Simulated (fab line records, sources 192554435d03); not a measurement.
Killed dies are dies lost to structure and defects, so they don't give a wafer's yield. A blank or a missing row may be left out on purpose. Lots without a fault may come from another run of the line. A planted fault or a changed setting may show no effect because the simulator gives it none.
A struck lot beside a sound one | flow n5_finfet | 34 steps out of a route of 1938
Sound: wafers L705.1, L705.4, L705.6. Struck: wafers L715.4, L715.5. (L715.3 of the same lot was not struck and is left out.) The cause comes at the end.
At each step with rows: each side's tool, then ch and its chambers, then its first start. Under that, the readings that differ: sound wafers | struck wafers | difference of the means | sigmas: that difference in standard deviations of wafers without a fault.
alike: readings whose means differ by less than 2 such deviations, and words and numbers that are the same on both sides. not compared: withheld readings, readings that some wafer has no value for, bounds like >300 that may hide the same value, and numbers for which the record gives no deviation and whose values overlap.
The two part at a step that has a row with sigmas, a row that says differs or no value, or rows on one side only. Numbers that don't overlap but have no deviation are shown without sigmas and don't part them. A reading that every wafer of one side lacks parts them only if that side has two wafers or more.

first, 11 steps without rows for these wafers: N5_BEOL_M14_STRIP_69 (strips in N2/H2); N5_BEOL_M14_TRENCH_ETCH_34 (etches SiO2 in C4F8/O2/Ar, target depth 556.65 nm, time 126.9 s); N5_BEOL_M14_STRIP_70 (strips in C4F8/O2/Ar); N5_BEOL_M14_STRIP_37 (strips in O2); N5_BEOL_M14_ETCH_38 (etches SiCN in CF4/N2, target depth 106.5 nm, time 120.6 s); N5_BEOL_M14_PRECLEAN_39 (cleans in residue remover, time 60 s); N5_BEOL_M14_SRD_40 (time 30 s, dry time 30 s); N5_BEOL_M14_DEGAS_41 (time 60 s); N5_BEOL_M14_PRE_CLEAN_42 (time 30 s); N5_BEOL_M14_SPUTTER_43 (material TaN, target thk 15 nm, time 24.19 s); N5_BEOL_M14_SPUTTER_44 (material Ta, target thk 15 nm, time 24.19 s).
N5_BEOL_M14_SPUTTER_45: material Cu, target thk 100 nm, time 16.67 s.
  sound on pvd_sputter-02, day 12 13:07; struck on pvd_sputter-02, day 14 14:31
  alike: throttle_valve_pct
then, 21 steps without rows for these wafers: N5_BEOL_M14_ECD_47 (material Cu, target thk 1248 nm); N5_BEOL_M14_ANNEAL_48 (time 90 s); N5_BEOL_M14_CMP_49 (polishes, stops on SiO2, t overpolish 5.2 s, target thk 560 nm); N5_BEOL_M14_PRE_CLEAN_52 (time 15 s); N5_BEOL_M14_DEP_53 (deposits SiCN from 3MS/NH3, target thk 50 nm, time 17.8 s); N5_BEOL_M15_ILD_DEP_00 (deposits SiO2 from TEOS/O2, target thk 1629.3 nm, time 346.1 s); N5_BEOL_M15_COAT_58 (time 60 s, resist thk 89 nm); N5_BEOL_M15_COAT_04 (resist thk 800 nm); N5_BEOL_M15_EBR_06; N5_BEOL_M15_SOFTBAKE_05 (time 60 s); N5_BEOL_M15_EXPOSE_07 (exposes mask V14); N5_BEOL_M15_PEB_08 (peb time 90 s); N5_BEOL_M15_DEVELOP_09 (develop time 45 s); N5_BEOL_M15_HARDBAKE_14 (time 120 s); N5_BEOL_M15_DESCUM_15 (chemistry O2, time 7.9 s); N5_BEOL_M15_ETCH_59 (etches BARC in N2/H2, target depth 89 nm, overetch 26.7 nm, time 67.9 s); N5_BEOL_M15_VIA_ETCH_16 (etches SiO2 in C4F8/O2/Ar, target depth 1792.2 nm); N5_BEOL_M15_STRIP_63 (strips in O2); N5_BEOL_M15_STRIP_64 (strips in O2); N5_BEOL_M15_STRIP_65 (strips in post etch residue remover, time 60 s); N5_BEOL_M15_SRD_66 (time 30 s, dry time 30 s).
N5_PASSIVATION_PROBE_49:
  the record has rows for the struck wafers here (prober-02, day 15 10:49) and none for the sound ones

WHERE THEY PART
Only at N5_PASSIVATION_PROBE_49, within this record.

WHY: what the simulator had put in
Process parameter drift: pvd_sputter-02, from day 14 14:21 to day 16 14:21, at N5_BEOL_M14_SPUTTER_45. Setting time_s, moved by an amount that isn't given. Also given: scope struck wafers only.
